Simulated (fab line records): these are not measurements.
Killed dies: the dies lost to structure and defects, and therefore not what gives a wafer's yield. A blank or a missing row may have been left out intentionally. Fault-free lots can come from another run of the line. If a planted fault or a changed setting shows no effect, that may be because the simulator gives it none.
fab line records -- flow n5Finfet -- part 2 of 2: steps 19 to 25 of 25
[record] lots = 5, wafers = 15, lastDay = 17
route steps=1938 shown MOL_CONTACT_COAG@590
lots that met no fault: taken from a fault-free run of the same line
startH: hours from the record's first day to the start of the lot's first wafer shown -- waitH: time in hours since the lot's previous step -- " identical to the entry in the row above -- L1.1+2: one row covering several wafers at once -- - no value, or no start given -- * or withheld: withheld -- < > ~ a bound
route shown NAME@n: names a module that has steps shown in the file, with the first one's number in the route -- usual: mean and standard deviation over wafers with no fault -- same: alike in all rows -- chamber/n: place in a boat -- sites: the reading at each site -- _std_site: standard deviation across them -- _edge_site: the outer-site mean with the inner-site mean subtracted -- radiusMm: for every site, how far away it sits from the centre of the wafer -- mask NAME#n: copy n -- behind: the last tool/chamber to shape the wafer -- hold: what put the lot on hold/how long, in hours/how the hold closed -- device: transistor that didn't switch, given as n, p or np -- end of line: at the end of the route, the tests of the same wafers -- for a step that has no rows: nothing shown but its recipe -- killed: count of dies lost to structure and defects at first sort (not the wafer's yield) -- map: a wafer's dies, x killed, . not, _ none there
set.NAME: setting as actually run; set.NAME@STEP: the setting as run at that earlier step -- model.NAME: the simulator's own value behind a step, which no gauge read
lots at some steps of the route; a table a step, a row a wafer
services: from which hour (startH, from the record's first day; less than 0 if before it) a tool's chamber was out of use, for how many hours, and why
[[steps]]
[step N5_MOL_CONTACT_COAG_ALD_133]
[recipe] material = SiO2, targetThkA = 50, tempC = 100, aldPrecursorFamily = BDEAS, aldCoReactant = O2-plasma, pulseTimeS = 1, coReactantPulseTimeS = 1, purgeTimeS = 2, coReactantPurgeTimeS = 2, aldCycles = 35, pressureTorr = 2
[usual] heaterPowerW = 75/6.4, precursorPulseHeightRel = 0.999/0.019, susceptorTempC = 100.00/0.13
lot.wafer,tool,chamber,startH,waitH,heaterPowerW,precursorPulseHeightRel,susceptorTempC
L077.3,aldSin-01,3,122.78,0.1,71,1.015,100.15
L077.4,aldSin-01,3,122.78,0.1,70,0.998,99.97
L077.6,aldSin-01,2,122.78,0.1,78,1.009,100.16
L086.3,aldSin-02,1,170.55,0.5,75,1.011,100.19
L086.4,aldSin-02,2,170.55,0.5,78,0.992,100.06
L086.5,aldSin-02,0,170.55,0.5,85,1.006,100.01
L087.4,aldSin-04,2,177.41,0.2,72,0.990,100.22
L087.5,aldSin-04,0,177.41,0.2,65,0.990,100.10
L087.6,aldSin-04,3,177.41,0.2,77,1.015,99.82
L090.1,aldSin-01,3,196.50,0.1,68,0.986,100.07
L090.2,aldSin-01,2,196.50,0.1,80,0.996,100.05
L090.5,aldSin-01,3,196.50,0.1,66,1.033,99.92
L094.2,aldSin-04,3,220.55,0.1,76,0.981,99.81
L094.3,aldSin-04,1,220.55,0.1,76,1.008,99.93
L094.5,aldSin-04,0,220.55,0.1,65,1.010,100.18
[step N5_MOL_CONTACT_COAG_ETCHBACK_134]
[recipe] chemistry = CHF3, target = SiO2, targetDepthA = 100, timeS = 6.7, ionEnergyEv = 200, pressureMtorr = 30, sourceW = 610, biasW = 170, Ar_flow_sccm = 200, CHF3_flow_sccm = 50
[usual] drypumpMotorCurrentA = 5.8/0.34, mfcArSccm = 200.0/0.58, oesProductAu = 0.78/0.08, rfVppV = 525/6.7, showerheadPlenumPTorr = 2.41/0.073, throttleValvePct = 18.74/0.27
[same] timeS = 6.7
lot.wafer,tool,chamber,startH,waitH,drypumpMotorCurrentA,mfcArSccm,oesProductAu,rfHoursCounterH,rfVppV,showerheadPlenumPTorr,throttleValvePct
L077.3,rieDiel-05,2,123.05,0.2,5.5,200.7,0.90,33,535,2.42,18.56
L077.4,rieDiel-05,0,123.05,0.2,5.6,200.6,0.90,20,522,2.54,18.40
L077.6,rieDiel-05,2,123.05,0.2,5.5,199.5,0.89,-,537,2.42,18.55
L086.3,rieDiel-05,2,171.01,0.4,5.5,199.5,0.86,49,536,2.41,18.58
L086.4,rieDiel-05,1,171.01,0.4,5.5,200.1,0.71,183,534,2.46,18.80
L086.5,rieDiel-05,0,171.01,0.4,5.6,199.9,0.87,-,522,2.53,18.46
L087.4,rieDiel-03,1,177.51,0.0,5.5,202.0,0.74,165,515,2.28,18.31
L087.5,rieDiel-03,1,177.51,0.0,5.4,200.9,0.74,-,515,2.28,18.31
L087.6,rieDiel-03,0,177.51,0.0,5.6,200.4,0.68,-,533,2.45,19.00
L090.1,rieDiel-05,3,196.68,0.1,5.8,199.8,0.84,58,515,2.32,18.61
L090.2,rieDiel-05,1,196.68,0.1,5.5,200.1,0.70,191,534,2.46,18.81
L090.5,rieDiel-05,0,196.68,0.1,5.7,200.0,0.86,-,522,2.53,18.44
L094.2,rieDiel-03,0,220.73,0.1,5.7,200.0,0.68,246,533,2.44,19.02
L094.3,rieDiel-03,1,220.73,0.1,5.5,199.9,0.73,180,515,2.28,18.33
L094.5,rieDiel-03,1,220.73,0.1,5.4,199.9,0.74,-,515,2.27,18.33
[step N5_MOL_CONTACT_COAG_ETCH_67]
[recipe] chemistry = N2/H2, target = SOC, targetDepthA = 600, overetchA = 210, maskMaterial = SiARC, tempC = 40, timeS = 101.2, ionEnergyEv = 200, pressureMtorr = 30, sourceW = 840, biasW = 150, n2FlowSccm = 200, h2FlowSccm = 200
[usual] drypumpMotorCurrentA = 5.9/0.34, oesProductAu = 0.65/0.062, rfVppV = 524.8/2.4, showerheadPlenumPTorr = 2.58/0.08, throttleValvePct = 17.8/0.32
[same] timeS = 101.2
lot.wafer,tool,chamber,startH,waitH,drypumpMotorCurrentA,oesProductAu,rfHoursCounterH,rfVppV,showerheadPlenumPTorr,throttleValvePct
L077.3,rieDiel-05,2,123.09,0.0,5.5,0.73,33,524.4,2.58,17.6
L077.4,rieDiel-05,0,123.09,0.0,5.7,0.75,20,528.9,2.70,17.4
L077.6,rieDiel-05,2,123.09,0.0,5.5,0.73,-,525.0,2.58,17.6
L086.3,rieDiel-05,2,171.05,0.0,5.5,0.72,49,526.1,2.58,17.7
L086.4,rieDiel-05,1,171.05,0.0,5.5,0.59,183,527.0,2.64,18.0
L086.5,rieDiel-05,0,171.05,0.0,5.6,0.72,-,528.0,2.69,17.4
L087.4,rieDiel-03,1,177.55,0.0,5.5,0.62,165,520.9,2.43,17.5
L087.5,rieDiel-03,1,177.55,0.0,5.4,0.62,-,521.4,2.43,17.5
L087.6,rieDiel-03,0,177.55,0.0,5.7,0.57,-,526.0,2.61,18.1
L090.1,rieDiel-05,3,196.72,0.0,5.8,0.69,58,522.4,2.46,17.6
L090.2,rieDiel-05,1,196.72,0.0,5.5,0.59,191,525.7,2.64,18.0
L090.5,rieDiel-05,0,196.72,0.0,5.6,0.71,-,527.7,2.69,17.4
L094.2,rieDiel-03,0,220.76,0.0,5.7,0.57,246,526.3,2.61,18.1
L094.3,rieDiel-03,1,220.76,0.0,5.5,0.61,180,519.1,2.43,17.5
L094.5,rieDiel-03,1,220.76,0.0,5.4,0.62,-,521.1,2.43,17.5
[step N5_MOL_CONTACT_COAG_STRIP_68]
[recipe] chemistry = N2/H2, tempC = 40, n2FlowSccm = 200, h2FlowSccm = 200, rfFrequencyHz = 6e+07
lot.wafer,tool,chamber,startH,waitH
L077.3+4+6,rieDiel-05,"2,0,2",123.16,0.0
L086.3+4+5,rieDiel-05,"2,1,0",171.12,0.0
L087.4+5+6,rieDiel-03,"1,1,0",177.62,0.0
L090.1+2+5,rieDiel-05,"3,1,0",196.79,0.0
L094.2+3+5,rieDiel-03,"0,1,1",220.83,0.0
[step N5_MOL_CONTACT_COAG_STRIP_69]
[recipe] chemistry = N2/H2, tempC = 40, n2FlowSccm = 200, h2FlowSccm = 200, rfFrequencyHz = 6e+07
lot.wafer,tool,chamber,startH,waitH
L077.3+4+6,rieDiel-05,"2,0,2",123.17,0.0
L086.3+4+5,rieDiel-05,"2,1,0",171.13,0.0
L087.4+5+6,rieDiel-03,"1,1,0",177.63,0.0
L090.1+2+5,rieDiel-05,"3,1,0",196.80,0.0
L094.2+3+5,rieDiel-03,"0,1,1",220.84,0.0
[step N5_MOL_CONTACT_COAG_ETCHBACK_136]
[recipe] chemistry = CHF3, target = SiO2, targetDepthA = 250, timeS = 16.7, ionEnergyEv = 200, pressureMtorr = 30, sourceW = 610, biasW = 170, Ar_flow_sccm = 200, CHF3_flow_sccm = 50
[usual] drypumpMotorCurrentA = 5.8/0.34, mfcArSccm = 200.0/0.57, oesProductAu = 0.78/0.079, rfVppV = 525/6.7, showerheadPlenumPTorr = 2.41/0.073, throttleValvePct = 18.74/0.27
[same] timeS = 16.7
lot.wafer,tool,chamber,startH,waitH,drypumpMotorCurrentA,mfcArSccm,oesProductAu,rfHoursCounterH,rfVppV,showerheadPlenumPTorr,throttleValvePct
L077.3,rieDiel-05,2,123.18,0.0,5.5,199.0,0.89,33,536,2.42,18.55
L077.4,rieDiel-05,0,123.18,0.0,5.6,200.1,0.90,20,522,2.54,18.39
L077.6,rieDiel-05,2,123.18,0.0,5.5,200.2,0.88,-,536,2.42,18.56
L086.3,rieDiel-05,2,171.14,0.0,5.5,201.2,0.86,49,535,2.41,18.60
L086.4,rieDiel-05,1,171.14,0.0,5.5,200.9,0.71,183,534,2.46,18.80
L086.5,rieDiel-05,0,171.14,0.0,5.7,199.8,0.87,-,521,2.53,18.42
L087.4,rieDiel-03,1,177.64,0.0,5.4,199.7,0.74,165,515,2.28,18.30
L087.5,rieDiel-03,1,177.64,0.0,5.4,199.9,0.74,-,514,2.28,18.30
L087.6,rieDiel-03,0,177.64,0.0,5.7,198.9,0.68,-,533,2.45,19.01
L090.1,rieDiel-05,3,196.81,0.0,5.8,199.3,0.84,58,515,2.32,18.63
L090.2,rieDiel-05,1,196.81,0.0,5.5,200.6,0.70,191,535,2.46,18.81
L090.5,rieDiel-05,0,196.81,0.0,5.7,200.3,0.86,-,521,2.53,18.44
L094.2,rieDiel-03,0,220.85,0.0,5.7,199.6,0.67,246,532,2.44,19.03
L094.3,rieDiel-03,1,220.85,0.0,5.4,200.0,0.73,180,515,2.27,18.33
L094.5,rieDiel-03,1,220.85,0.0,5.4,199.1,0.73,-,515,2.27,18.32
[step N5_MOL_CONTACT_COAG_STRIP_120]
[recipe] chemistry = CHF3, resist = SiARC, rfFrequencyHz = 6e+07
lot.wafer,tool,chamber,startH,waitH
L077.3+4+6,rieDiel-05,"2,0,2",123.20,0.0
L086.3+4+5,rieDiel-05,"2,1,0",171.16,0.0
L087.4+5+6,rieDiel-03,"1,1,0",177.66,0.0
L090.1+2+5,rieDiel-05,"3,1,0",196.83,0.0
L094.2+3+5,rieDiel-03,"0,1,1",220.87,0.0
[[services]]
tool,chamber,startH,hours,kind
rieDiel-03,0,103.91,18.7,repair
euvScanner-01,-,112.18,0.6,repair
rieDiel-03,-,112.50,2.8,repair
lithoTrack-02,-,114.99,-,consumableReplace:filter
rieDiel-04,2,116.92,6.0,repair
euvScanner-01,-,120.51,1.0,repair
euvScanner-01,-,128.16,1.0,pm
euvScanner-02,-,131.79,1.0,pm
aldSin-01,-,136.65,28.1,pm
aldSin-01,-,164.75,6.0,pm
euvScanner-01,-,176.48,4.6,pm
aldSin-01,-,179.13,14.0,pm
euvScanner-02,0,181.66,-,calibration
euvScanner-01,-,184.31,1.0,pm
euvScanner-02,-,185.10,9.9,repair
euvScanner-02,-,195.01,1.0,pm
rieDiel-04,1,198.07,-,clean
rieDiel-04,1,198.07,-,consumableReplace:focusRing
rieDiel-04,1,198.07,16.8,scheduledDown
aldSin-04,3,201.70,1.3,repair
lithoTrack-02,-,209.98,-,consumableReplace:filter
aldSin-01,0,213.63,5.6,repair
aldSin-02,3,215.92,20.9,repair
rieDiel-05,0,219.57,8.4,repair
